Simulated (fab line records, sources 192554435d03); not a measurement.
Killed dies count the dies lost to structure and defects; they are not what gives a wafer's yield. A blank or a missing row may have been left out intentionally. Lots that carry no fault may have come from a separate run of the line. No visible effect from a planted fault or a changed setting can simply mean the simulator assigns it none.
Split-lot study | flow n5-finfet | 21 wafers read across 7 lots, on a route 1938 steps long

## THE SPLIT
At N5_PASSIVATION_PECVD_53 (deposits SiO2 from TEOS/O2, target thk 800 nm, time 169.4 s), the setting temp-c was moved away from the recipe's 400 C on 9 of the 21 wafers read, by -3.9% to +4.0%. The other wafers ran this setting at the recipe's value.

The reading comes from the split's own step.

## THE READING
SiO2_of_PASSIVATION_PECVD_53.thk-nm (the simulator's own value, which no gauge read), in nm, at N5_PASSIVATION_PECVD_53 (deposits SiO2 from TEOS/O2, target thk 800 nm, time 169.4 s). The file does not state a usual value for it. The 12 wafers here that ran the recipe average 805.7 nm, standard deviation 12 nm.

wafer  | tool, chamber at the split | temp-c as run, C | against the recipe | SiO2_of_PASSIVATION_PECVD_53.thk-nm, nm | against lot-mates on the recipe
L076.3 | pecvd-01, 1                | 400              | recipe             | 795.6                                   | -
L076.4 | pecvd-01, 2                | 400              | recipe             | 808.2                                   | -
L076.6 | pecvd-01, 1                | 400              | recipe             | 815.2                                   | -
L077.1 | pecvd-01, 2                | 395.3            | -1.2%              | 805.2                                   | +5.4
L077.2 | pecvd-01, 1                | 395.3            | -1.2%              | 816.4                                   | +16.6
L077.5 | pecvd-01, 1                | 400              | recipe             | 799.8                                   | -
L085.1 | pecvd-02, 2                | 384.5            | -3.9%              | 878.4                                   | +63.8
L085.4 | pecvd-02, 2                | 384.5            | -3.9%              | 893.4                                   | +78.8
L085.5 | pecvd-02, 1                | 400              | recipe             | 814.6                                   | -
L088.1 | pecvd-02, 0                | 400              | recipe             | 788.6                                   | -
L088.4 | pecvd-02, 0                | 388.3            | -2.9%              | 859.8                                   | +71.2
L088.5 | pecvd-02, 2                | 388.3            | -2.9%              | 875                                     | +86.4
L093.1 | pecvd-02, 2                | 415.9            | +4.0%              | 721.4                                   | -98.1
L093.3 | pecvd-02, 2                | 400              | recipe             | 822.2                                   | -
L093.6 | pecvd-02, 0                | 400              | recipe             | 816.8                                   | -
L092.1 | pecvd-02, 2                | 412.6            | +3.2%              | 725.2                                   | -61.2
L092.2 | pecvd-02, 1                | 400              | recipe             | 786.4                                   | -
L092.3 | pecvd-02, 0                | 412.6            | +3.2%              | 740.2                                   | -46.2
L094.2 | pecvd-01, 1                | 400              | recipe             | 793.4                                   | -
L094.5 | pecvd-01, 1                | 400              | recipe             | 808.8                                   | -
L094.6 | pecvd-01, 0                | 400              | recipe             | 818.4                                   | -

THE FIT
A straight line over all 21 wafers: SiO2_of_PASSIVATION_PECVD_53.thk-nm changes by -21.1 nm for each +1% of temp-c; r = -0.96; the points scatter about the line by 12 nm.
The same after taking each lot's own level away (the mean of its wafers on the recipe; 21 wafers): -20.7 nm for each +1%; r = -0.97; scatter 12 nm.
The reading moves by 82 nm for the largest change in temp-c, on that fit.
The span of the lots' own levels, 786.40 to 819.50 nm, comes to 2.8 times the standard deviation stated above.
Consequently the slope shifts little with the lot-to-lot level, the two slopes agreeing.
Check: for one of the wafers moved furthest among these (+4.0%), held out of the fit, the line's prediction against its lot-mates is -76.5 nm. It came out at -98.1 nm against them.

## THE WHOLE CHAIN: every reading that the file lists as answering this split, in the file's order
step                    | what it does                                                | reading                                                                              | change (the file's fit)                                                         | r (the file's)
N5_PASSIVATION_PECVD_53 | deposits SiO2 from TEOS/O2, target thk 800 nm, time 169.4 s | SiO2_of_PASSIVATION_PECVD_53.thk-nm (the simulator's own value, which no gauge read) | -21.3 nm for each +1% of the setting                                            | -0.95
N5_PASSIVATION_PROBE_49 |                                                             | killed-at-other                                                                      | not straight: 592 at the lowest setting, 4 at the recipe, 14 at the highest     | not given
N5_PASSIVATION_PROBE_49 |                                                             | sort_bin_5_function                                                                  | not straight: 57.1 at the lowest setting, 8.0 at the recipe, 6.3 at the highest | not given

## THE FILE'S OWN FIT
SiO2_of_PASSIVATION_PECVD_53.thk-nm changes by -21.3 nm for each +1% of temp-c, r = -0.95.
